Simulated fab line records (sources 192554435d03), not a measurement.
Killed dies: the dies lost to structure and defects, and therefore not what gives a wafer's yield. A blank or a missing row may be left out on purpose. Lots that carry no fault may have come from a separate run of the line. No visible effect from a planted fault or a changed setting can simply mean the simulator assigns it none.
Split-lot experiment / flow n5 finfet / 7 lots, 39 wafers read, on a route of 1938 steps

## ON THE SPLIT
At N5_WELL_APT_DEVELOP_07 (develop time 45 s), the setting develop time s was moved away from the recipe's 45 s on 15 of the 39 wafers read, by -59.1% to +29.9%. All remaining wafers had this setting at the recipe value.

## SPLIT TO READING: what lies between them in the file, 1 step
- N5_WELL_APT_HARDBAKE_12: time 120 s

## THE READING
Shown in nm: cd nm at N5_WELL_APT_CD_MEAS_08, with target cd 200 nm. Fault-free wafers of this fab line usually give 201.0 nm, standard deviation 1.1 nm.

wafer=L083.1; tool, chamber at the split=litho track-03, 0; develop time s as run, s=34.06; against the recipe=-24.3%; cd nm, nm=200.0; against lot-mates on the recipe=-0.3
wafer=L083.2; tool, chamber at the split=litho track-03, 0; develop time s as run, s=34.06; against the recipe=-24.3%; cd nm, nm=199.2; against lot-mates on the recipe=-1.1
wafer=L083.3; tool, chamber at the split=litho track-03, 0; develop time s as run, s=34.06; against the recipe=-24.3%; cd nm, nm=200.0; against lot-mates on the recipe=-0.3
wafer=L083.4; tool, chamber at the split=litho track-03, 0; develop time s as run, s=45; against the recipe=recipe; cd nm, nm=199.2; against lot-mates on the recipe=-
wafer=L083.5; tool, chamber at the split=litho track-03, 0; develop time s as run, s=45; against the recipe=recipe; cd nm, nm=199.8; against lot-mates on the recipe=-
wafer=L083.6; tool, chamber at the split=litho track-03, 0; develop time s as run, s=45; against the recipe=recipe; cd nm, nm=201.8; against lot-mates on the recipe=-
wafer=L087.1; tool, chamber at the split=litho track-05, 0; develop time s as run, s=45; against the recipe=recipe; cd nm, nm=201.3; against lot-mates on the recipe=-
wafer=L087.3; tool, chamber at the split=litho track-05, 0; develop time s as run, s=45; against the recipe=recipe; cd nm, nm=201.9; against lot-mates on the recipe=-
wafer=L087.4; tool, chamber at the split=litho track-05, 0; develop time s as run, s=45; against the recipe=recipe; cd nm, nm=201.3; against lot-mates on the recipe=-
wafer=L089.1; tool, chamber at the split=litho track-03, 0; develop time s as run, s=45; against the recipe=recipe; cd nm, nm=201.9; against lot-mates on the recipe=-
wafer=L089.2; tool, chamber at the split=litho track-03, 0; develop time s as run, s=18.64; against the recipe=-58.6%; cd nm, nm=197.2; against lot-mates on the recipe=-4.2
wafer=L089.3; tool, chamber at the split=litho track-03, 0; develop time s as run, s=45; against the recipe=recipe; cd nm, nm=201.4; against lot-mates on the recipe=-
wafer=L089.4; tool, chamber at the split=litho track-03, 0; develop time s as run, s=18.64; against the recipe=-58.6%; cd nm, nm=196.8; against lot-mates on the recipe=-4.6
wafer=L089.5; tool, chamber at the split=litho track-03, 0; develop time s as run, s=45; against the recipe=recipe; cd nm, nm=201.0; against lot-mates on the recipe=-
wafer=L089.6; tool, chamber at the split=litho track-03, 0; develop time s as run, s=18.64; against the recipe=-58.6%; cd nm, nm=196.3; against lot-mates on the recipe=-5.1
wafer=L091.1; tool, chamber at the split=litho track-03, 0; develop time s as run, s=45; against the recipe=recipe; cd nm, nm=199.7; against lot-mates on the recipe=-
wafer=L091.2; tool, chamber at the split=litho track-03, 0; develop time s as run, s=45; against the recipe=recipe; cd nm, nm=201.1; against lot-mates on the recipe=-
wafer=L091.3; tool, chamber at the split=litho track-03, 0; develop time s as run, s=45; against the recipe=recipe; cd nm, nm=199.1; against lot-mates on the recipe=-
wafer=L091.4; tool, chamber at the split=litho track-03, 0; develop time s as run, s=45; against the recipe=recipe; cd nm, nm=200.0; against lot-mates on the recipe=-
wafer=L091.5; tool, chamber at the split=litho track-03, 0; develop time s as run, s=45; against the recipe=recipe; cd nm, nm=199.5; against lot-mates on the recipe=-
wafer=L091.6; tool, chamber at the split=litho track-03, 0; develop time s as run, s=45; against the recipe=recipe; cd nm, nm=201.2; against lot-mates on the recipe=-
wafer=L092.1; tool, chamber at the split=litho track-03, 0; develop time s as run, s=34.97; against the recipe=-22.3%; cd nm, nm=200.0; against lot-mates on the recipe=-2.0
wafer=L092.2; tool, chamber at the split=litho track-03, 0; develop time s as run, s=34.97; against the recipe=-22.3%; cd nm, nm=199.5; against lot-mates on the recipe=-2.5
wafer=L092.3; tool, chamber at the split=litho track-03, 0; develop time s as run, s=45; against the recipe=recipe; cd nm, nm=202.1; against lot-mates on the recipe=-
wafer=L092.4; tool, chamber at the split=litho track-03, 0; develop time s as run, s=45; against the recipe=recipe; cd nm, nm=202.7; against lot-mates on the recipe=-
wafer=L092.5; tool, chamber at the split=litho track-03, 0; develop time s as run, s=45; against the recipe=recipe; cd nm, nm=201.2; against lot-mates on the recipe=-
wafer=L092.6; tool, chamber at the split=litho track-03, 0; develop time s as run, s=34.97; against the recipe=-22.3%; cd nm, nm=199.5; against lot-mates on the recipe=-2.5
wafer=L094.1; tool, chamber at the split=litho track-05, 0; develop time s as run, s=18.41; against the recipe=-59.1%; cd nm, nm=195.7; against lot-mates on the recipe=-5.8
wafer=L094.2; tool, chamber at the split=litho track-05, 0; develop time s as run, s=18.41; against the recipe=-59.1%; cd nm, nm=196.9; against lot-mates on the recipe=-4.6
wafer=L094.3; tool, chamber at the split=litho track-05, 0; develop time s as run, s=45; against the recipe=recipe; cd nm, nm=201.2; against lot-mates on the recipe=-
wafer=L094.4; tool, chamber at the split=litho track-05, 0; develop time s as run, s=18.41; against the recipe=-59.1%; cd nm, nm=197.7; against lot-mates on the recipe=-3.8
wafer=L094.5; tool, chamber at the split=litho track-05, 0; develop time s as run, s=45; against the recipe=recipe; cd nm, nm=200.5; against lot-mates on the recipe=-
wafer=L094.6; tool, chamber at the split=litho track-05, 0; develop time s as run, s=45; against the recipe=recipe; cd nm, nm=202.8; against lot-mates on the recipe=-
wafer=L095.1; tool, chamber at the split=litho track-05, 0; develop time s as run, s=58.44; against the recipe=+29.9%; cd nm, nm=201.2; against lot-mates on the recipe=+0.0
wafer=L095.2; tool, chamber at the split=litho track-05, 0; develop time s as run, s=58.44; against the recipe=+29.9%; cd nm, nm=203.1; against lot-mates on the recipe=+1.9
wafer=L095.3; tool, chamber at the split=litho track-05, 0; develop time s as run, s=45; against the recipe=recipe; cd nm, nm=201.1; against lot-mates on the recipe=-
wafer=L095.4; tool, chamber at the split=litho track-05, 0; develop time s as run, s=45; against the recipe=recipe; cd nm, nm=201.2; against lot-mates on the recipe=-
wafer=L095.5; tool, chamber at the split=litho track-05, 0; develop time s as run, s=45; against the recipe=recipe; cd nm, nm=201.3; against lot-mates on the recipe=-
wafer=L095.6; tool, chamber at the split=litho track-05, 0; develop time s as run, s=58.44; against the recipe=+29.9%; cd nm, nm=202.5; against lot-mates on the recipe=+1.3

THE FIT
A straight line over all 39 wafers: cd nm changes by +0.066 nm for each +1% of develop time s; r = +0.87; the points scatter about the line by 0.92 nm.
The same after taking each lot's own level away (the mean of its wafers on the recipe; 39 wafers): +0.0711 nm for each +1%; r = +0.90; scatter 0.86 nm.
The reading moves by 4.2 nm for the largest change in develop time s, on that fit.
The span of the lots' own levels, 200.10 to 202.00 nm, comes to 1.7 times the standard deviation stated above.
The two slopes agree, so the slope changes little with the lot-to-lot level.
Check: with one of the wafers moved furthest among these (-59.1%) left out of the fit, the line predicts -4.1 nm for it against its lot-mates. It came out at -5.8 nm against them.

## THE WHOLE CHAIN: every reading that the file lists as answering this split, in the file's order
step=N5_WELL_APT_CD_MEAS_08; what it does=target cd 200 nm; reading=cd nm; change (the file's fit)=+0.0729 nm for each +1% of the setting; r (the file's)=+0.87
step=N5_WELL_APT_DESCUM_13; what it does=chemistry O2, time 7.9 s; reading=WELL_APT.cd nm (the simulator's own value, which no gauge read); change (the file's fit)=+0.0689 nm for each +1% of the setting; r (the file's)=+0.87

## THE FILE'S OWN FIT
cd nm changes by +0.0729 nm for each +1% of develop time s, r = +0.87.
